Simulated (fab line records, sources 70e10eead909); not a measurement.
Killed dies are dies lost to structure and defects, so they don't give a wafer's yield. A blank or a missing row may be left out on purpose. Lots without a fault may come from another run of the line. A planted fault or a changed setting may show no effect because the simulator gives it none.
fab line records | flow nand_harc
record lots=6 wafers=18 last_day=33
route steps=1302 shown A_SOURCE_PLATE@416 A_ONON_D1@424 END@1302
lots that met no fault: from a run of the same line without faults
start_h: hours from the record's first day to the start of the lot's first wafer shown | wait_h: hours since the lot's step before | " the same as in the row above | L1.1+2: a row that stands for several wafers | - no value, or no start given | * or withheld: withheld | < > ~ a bound
route shown NAME@n: a module of which the file shows steps, and the number in the route of the first | usual: mean/standard deviation of fault-free wafers | same: alike in all rows | chamber/n: place in a boat | sites: the reading at each site | _std_site: their standard deviation | _edge_site: outer sites' mean less inner sites' | radius_mm: how far each site lies from the wafer's centre | mask NAME#n: copy n | behind: the tool/chamber that last shaped the wafer | hold: why the lot was held/for how many hours/how that ended | device: the transistor (n, p or np) that didn't switch | end of line: the same wafers' tests at the end of the route | a step without rows: its recipe alone | killed: dies lost to structure and defects at the first sort, not the wafer's yield | map: a wafer's dies, x killed, . not, _ none there
set.NAME: the setting as run; set.NAME@STEP: as run at that earlier step | model.NAME: the simulator's own value behind a step, which no gauge read
lots at some steps of the route; a table a step, a row a wafer
services: from which hour (start_h, from the record's first day; less than 0 if before it) a tool's chamber was out of use, for how many hours, and why
## steps
# step NHARC_A_SOURCE_PLATE_THK_MEAS_09
# recipe thk_meas_gauge=ellipsometry
# usual thk_nm=9.9/0.97
# columns lot.wafer tool chamber start_h wait_h thk_nm
L775.1 film_metro-01 - 141.25 0.4 9.7
L775.2 " - " " 10.0
L775.3 " - " " 11.6
L778.2 film_metro-02 - 171.30 0.4 10.0
L778.3 " - " " 11.1
L778.5 " - " " 8.7
L779.2 film_metro-02 - 193.55 0.4 8.2
L779.4 " - " " 9.1
L779.5 " - " " 10.2
L781.1 film_metro-02 - 208.70 0.4 11.0
L781.4 " - " " 9.9
L781.5 " - " " 8.8
L795.1 film_metro-01 - 347.00 0.4 11.0
L795.3 " - " " 11.9
L795.6 " - " " 10.4
L797.4 film_metro-02 - 367.55 0.4 10.6
L797.5 " - " " 8.9
L797.6 " - " " 10.7
# step NHARC_A_SOURCE_PLATE_PVD_04
# recipe target_thk_a=500 material=WSi2
# step NHARC_A_SOURCE_PLATE_CVD_03
# recipe target_thk_a=2000 temp_c=620 pressure_mtorr=200 time_s=4000 material=poly-Si
# step NHARC_A_SOURCE_PLATE_ANNEAL_05
# recipe temp_c=850 time_s=1800
# step NHARC_A_SOURCE_PLATE_THK_MEAS_06
# recipe thk_meas_gauge=ellipsometry
# usual thk_nm=199.6/2.1
# columns lot.wafer tool chamber start_h wait_h thk_nm
L775.1 film_metro-01 - 154.22 0.4 198.3
L775.2 " - " " 199.9
L775.3 " - " " 201.7
L778.2 film_metro-01 - 186.85 0.4 204.6
L778.3 " - " " 202.8
L778.5 " - " " 200.7
L779.2 film_metro-01 - 206.57 0.4 197.7
L779.4 " - " " 196.6
L779.5 " - " " 194.4
L781.1 film_metro-02 - 221.16 0.4 200.0
L781.4 " - " " 196.2
L781.5 " - " " 197.7
L795.1 film_metro-01 - 358.24 0.4 198.7
L795.3 " - " " 200.5
L795.6 " - " " 200.8
L797.4 film_metro-01 - 380.52 0.4 199.2
L797.5 " - " " 199.4
L797.6 " - " " 201.8
# step NHARC_A_SOURCE_PLATE_INSPECT_08
# usual raw_defect_count=62/32
# columns lot.wafer tool chamber start_h wait_h raw_defect_count
L775.1 defect_inspect-02 - 154.30 0.0 69
L775.2 " - " " 28
L775.3 " - " " 88
L778.2 defect_inspect-02 - 186.94 0.0 209
L778.3 " - " " 154
L778.5 " - " " 106
L779.2 defect_inspect-01 - 206.64 0.0 55
L779.4 " - " " 75
L779.5 " - " " 67
L781.1 defect_inspect-01 - 221.22 0.0 39
L781.4 " - " " 133
L781.5 " - " " 49
L795.1 defect_inspect-01 - 358.30 0.0 62
L795.3 " - " " 51
L795.6 " - " " 125
L797.4 defect_inspect-02 - 380.59 0.0 44
L797.5 " - " " 57
L797.6 " - " " 58
# step NHARC_A_ONON_D1_DEP_00
# recipe target_thk_a=10000 n2_flow_sccm=2750 n2o_flow_sccm=2000 nh3_flow_sccm=500 sih4_flow_sccm=210 temp_c=400
# step NHARC_A_ONON_D1_THK_MEAS_02
# recipe thk_meas_gauge=ellipsometry
# usual thk_nm=998/13
# columns lot.wafer tool chamber start_h wait_h thk_nm
L775.1 film_metro-02 - 154.88 - 998
L775.2 " - " " 993
L775.3 " - " " 997
L778.2 film_metro-01 - 187.51 - 1001
L778.3 " - " " 1001
L778.5 " - " " 1000
L779.2 film_metro-02 - 207.22 - 996
L779.4 " - " " 997
L779.5 " - " " 997
L781.1 film_metro-01 - 221.79 - 986
L781.4 " - " " 988
L781.5 " - " " 988
L795.1 film_metro-02 - 358.87 - 982
L795.3 " - " " 983
L795.6 " - " " 981
L797.4 film_metro-01 - 381.17 - 1003
L797.5 " - " " 1003
L797.6 " - " " 1004
# step NHARC_A_ONON_D1_DEP_03
# recipe target_thk_a=10000 n2_flow_sccm=2750 n2o_flow_sccm=2000 nh3_flow_sccm=500 sih4_flow_sccm=210 temp_c=400
# step NHARC_A_ONON_D1_THK_MEAS_05
# recipe thk_meas_gauge=ellipsometry
# usual thk_nm=1001/9.3
# columns lot.wafer tool chamber start_h wait_h thk_nm
L775.1 film_metro-02 - 155.45 - 1003
L775.2 " - " " 1004
L775.3 " - " " 1005
L778.2 film_metro-01 - 188.08 - 994
L778.3 " - " " 994
L778.5 " - " " 993
L779.2 film_metro-01 - 207.79 - 1011
L779.4 " - " " 1012
L779.5 " - " " 1011
L781.1 film_metro-02 - 222.35 - 1008
L781.4 " - " " 1007
L781.5 " - " " 1007
L795.1 film_metro-01 - 359.47 - 1000
L795.3 " - " " 999
L795.6 " - " " 1000
L797.4 film_metro-01 - 381.73 - 990
L797.5 " - " " 990
L797.6 " - " " 991
# step NHARC_A_ONON_D1_DEP_06
# recipe target_thk_a=10000 n2_flow_sccm=2750 n2o_flow_sccm=2000 nh3_flow_sccm=500 sih4_flow_sccm=210 temp_c=400
# columns lot.wafer tool chamber start_h wait_h
L775.1+2+3 pecvd_onon-04 0 155.51 0.1
L778.2+3+5 pecvd_onon-04 0 188.19 0.1
L779.2+4+5 pecvd_onon-01 0 207.91 0.1
L781.1+4+5 pecvd_onon-02 0 222.41 0.1
L795.1+3+6 pecvd_onon-04 0 359.52 0.1
L797.4+5+6 pecvd_onon-04 0 381.96 0.2
# step NHARC_A_ONON_D1_THK_MEAS_08
# recipe thk_meas_gauge=ellipsometry
# usual thk_nm=998/13
# columns lot.wafer tool chamber start_h wait_h thk_nm
L775.1 film_metro-02 - 156.01 - 1011
L775.2 " - " " 1010
L775.3 " - " " 1010
L778.2 film_metro-02 - 188.65 - 987
L778.3 " - " " 988
L778.5 " - " " 988
L779.2 film_metro-02 - 208.37 - 1029
L779.4 " - " " 1030
L779.5 " - " " 1031
L781.1 film_metro-02 - 222.93 - 968
L781.4 " - " " 970
L781.5 " - " " 970
L795.1 film_metro-01 - 360.04 - 1820
L795.3 " - " " 1819
L795.6 " - " " 1818
L797.4 film_metro-01 - 382.30 - 1814
L797.5 " - " " 1812
L797.6 " - " " 1812
# step NHARC_A_ONON_D1_DEP_09
# recipe target_thk_a=10000 n2_flow_sccm=2750 n2o_flow_sccm=2000 nh3_flow_sccm=500 sih4_flow_sccm=210 temp_c=400
# step NHARC_END_SORT_01
# recipe temp_c=25
# usual killed_at_array=52/18 killed_at_other=0.6/0.83 killed_at_periphery=4.3/2.8 killed_dies=57/19 killed_open=3.4/2 killed_short=2.5/1.7
# same gross_dies=677
# columns lot.wafer tool chamber start_h wait_h killed_at_array killed_at_other killed_at_periphery killed_dies killed_open killed_short
L795.1 prober-02 0 768.91 2.5 672 0 5 677 0 3
L795.3 prober-02 0 770.52 3.1 671 0 6 677 2 2
L795.6 prober-02 0 772.93 4.0 671 1 5 677 7 7
L797.4 prober-02 0 782.46 3.4 667 0 10 677 2 2
L797.5 prober-02 0 783.27 3.7 674 1 2 677 2 1
L797.6 prober-02 0 784.07 4.0 672 0 5 677 3 1
# killed by level:class
L795.1 A_ONON_D1:area_dep=634 A_SLIT:chamber_film_flake=13 A_CHANNEL_HOLE_D2:chamber_film_flake=8 A_CHANNEL_HOLE_D1:chamber_film_flake=5 A_CONTACT:chamber_film_flake=4 P_GATE:chamber_film_flake=3 A_STAIRCASE:chamber_film_flake=3 A_CHANNEL_FILL_D1:geometric_particle:short=1
L795.3 A_ONON_D1:area_dep=629 A_SLIT:chamber_film_flake=16 A_CHANNEL_HOLE_D2:chamber_film_flake=8 A_CONTACT:chamber_film_flake=7 A_CHANNEL_HOLE_D1:chamber_film_flake=6 P_GATE:chamber_film_flake=4 A_ONON_D2:geometric_particle:short=1 A_CHANNEL_HOLE_D2:geometric_particle:open=1
L795.6 A_ONON_D1:area_dep=622 A_SLIT:chamber_film_flake=13 A_CHANNEL_HOLE_D2:chamber_film_flake=13 A_STAIRCASE:chamber_film_flake=4 P_GATE:chamber_film_flake=3 A_CONTACT:chamber_film_flake=3 A_CHANNEL_FILL_D1:geometric_particle:short=2 A_ONON_D2:geometric_particle:short=2
L797.4 A_ONON_D1:area_dep=631 A_CHANNEL_HOLE_D2:chamber_film_flake=16 A_SLIT:chamber_film_flake=12 P_GATE:chamber_film_flake=8 A_CHANNEL_FILL_D1:chamber_film_flake=2 A_STAIRCASE:chamber_film_flake=2 P_M1:geometric_particle:open=1 A_CHANNEL_FILL_D1:geometric_particle:short=1
L797.5 A_ONON_D1:area_dep=644 A_SLIT:chamber_film_flake=18 A_CHANNEL_HOLE_D2:chamber_film_flake=9 P_CONTACT:geometric_particle:open=1 A_CHANNEL_FILL_D2:geometric_particle:open=1 STARTING-WAFER:geometric_particle:short=1 P_GATE:chamber_film_flake=1 A_STAIRCASE:chamber_film_flake=1
L797.6 A_ONON_D1:area_dep=631 A_CHANNEL_HOLE_D2:chamber_film_flake=19 A_SLIT:chamber_film_flake=13 A_CONTACT:chamber_film_flake=5 P_GATE:chamber_film_flake=3 P_M0:geometric_particle:open=1 A_ONON_D1:geometric_particle:open=1 A_DECK1_JOINT:geometric_particle:short=1
# map L795.1 (x killed, . not)
____________x____________
_________xxxxxxx_________
_______xxxxxxxxxxx_______
______xxxxxxxxxxxxx______
_____xxxxxxxxxxxxxxx_____
____xxxxxxxxxxxxxxxxx____
____xxxxxxxxxxxxxxxxx____
___xxxxxxxxxxxxxxxxxxx___
___xxxxxxxxxxxxxxxxxxx___
__xxxxxxxxxxxxxxxxxxxxx__
__xxxxxxxxxxxxxxxxxxxxx__
_xxxxxxxxxxxxxxxxxxxxxxx_
_xxxxxxxxxxxxxxxxxxxxxxx_
_xxxxxxxxxxxxxxxxxxxxxxx_
_xxxxxxxxxxxxxxxxxxxxxxx_
_xxxxxxxxxxxxxxxxxxxxxxx_
xxxxxxxxxxxxxxxxxxxxxxxxx
xxxxxxxxxxxxxxxxxxxxxxxxx
xxxxxxxxxxxxxxxxxxxxxxxxx
xxxxxxxxxxxxxxxxxxxxxxxxx
xxxxxxxxxxxxxxxxxxxxxxxxx
_xxxxxxxxxxxxxxxxxxxxxxx_
_xxxxxxxxxxxxxxxxxxxxxxx_
_xxxxxxxxxxxxxxxxxxxxxxx_
_xxxxxxxxxxxxxxxxxxxxxxx_
_xxxxxxxxxxxxxxxxxxxxxxx_
__xxxxxxxxxxxxxxxxxxxxx__
__xxxxxxxxxxxxxxxxxxxxx__
___xxxxxxxxxxxxxxxxxxx___
___xxxxxxxxxxxxxxxxxxx___
____xxxxxxxxxxxxxxxxx____
____xxxxxxxxxxxxxxxxx____
_____xxxxxxxxxxxxxxx_____
______xxxxxxxxxxxxx______
_______xxxxxxxxxxx_______
_________xxxxxxx_________
____________x____________
# map L797.4 (x killed, . not)
____________x____________
_________xxxxxxx_________
_______xxxxxxxxxxx_______
______xxxxxxxxxxxxx______
_____xxxxxxxxxxxxxxx_____
____xxxxxxxxxxxxxxxxx____
____xxxxxxxxxxxxxxxxx____
___xxxxxxxxxxxxxxxxxxx___
___xxxxxxxxxxxxxxxxxxx___
__xxxxxxxxxxxxxxxxxxxxx__
__xxxxxxxxxxxxxxxxxxxxx__
_xxxxxxxxxxxxxxxxxxxxxxx_
_xxxxxxxxxxxxxxxxxxxxxxx_
_xxxxxxxxxxxxxxxxxxxxxxx_
_xxxxxxxxxxxxxxxxxxxxxxx_
_xxxxxxxxxxxxxxxxxxxxxxx_
xxxxxxxxxxxxxxxxxxxxxxxxx
xxxxxxxxxxxxxxxxxxxxxxxxx
xxxxxxxxxxxxxxxxxxxxxxxxx
xxxxxxxxxxxxxxxxxxxxxxxxx
xxxxxxxxxxxxxxxxxxxxxxxxx
_xxxxxxxxxxxxxxxxxxxxxxx_
_xxxxxxxxxxxxxxxxxxxxxxx_
_xxxxxxxxxxxxxxxxxxxxxxx_
_xxxxxxxxxxxxxxxxxxxxxxx_
_xxxxxxxxxxxxxxxxxxxxxxx_
__xxxxxxxxxxxxxxxxxxxxx__
__xxxxxxxxxxxxxxxxxxxxx__
___xxxxxxxxxxxxxxxxxxx___
___xxxxxxxxxxxxxxxxxxx___
____xxxxxxxxxxxxxxxxx____
____xxxxxxxxxxxxxxxxx____
_____xxxxxxxxxxxxxxx_____
______xxxxxxxxxxxxx______
_______xxxxxxxxxxx_______
_________xxxxxxx_________
____________x____________
## services
# columns tool chamber start_h hours kind
pecvd_onon-02 - 155.80 0.1 repair
pecvd_onon-02 - 185.09 13.0 pm
pecvd_onon-01 - 269.21 13.0 pm
pecvd_onon-04 - 311.00 13.0 pm
pecvd_onon-02 - 366.09 13.0 pm
## key
first_sign step=NHARC_A_ONON_D1_THK_MEAS_08 reading=thk_nm direction=up sigmas=62 usual=998 struck=1816
effect step=NHARC_END_SORT_01 reading=killed_at_array direction=up sigmas=34 usual=52 struck=671
more_kills_born_at NHARC_A_ONON_D1_DEP_06@pecvd_onon-04=3791
met_at NHARC_A_ONON_D1_DEP_06
struck_wafers L795.1,L795.3,L795.6,L797.4,L797.5,L797.6
later_rows_left_out L795.1,L795.3,L795.6,L797.4,L797.5,L797.6
tester_left_out L795,L797
onset_between 188.19 359.52
also_fits time
fault kind=process_parameter_drift tool=pecvd_onon-04 chamber=0 onset_h=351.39 steps=NHARC_A_ONON_D1_DEP_06 channel=target_thk_a offset=* shape=step end_h=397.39 acts_in=* stated=*
# tester_left_out: of these lots the tester's yield and bins aren't shown, on N5 and GAA mostly nor the transistor test; their killed dies are dies lost to structure and defects alone, not to doping, threshold or leakage, so they don't give the yield
# later_rows_left_out: the simulator's readings of these wafers behind a module that went badly wrong aren't trusted and aren't shown, but for the sort
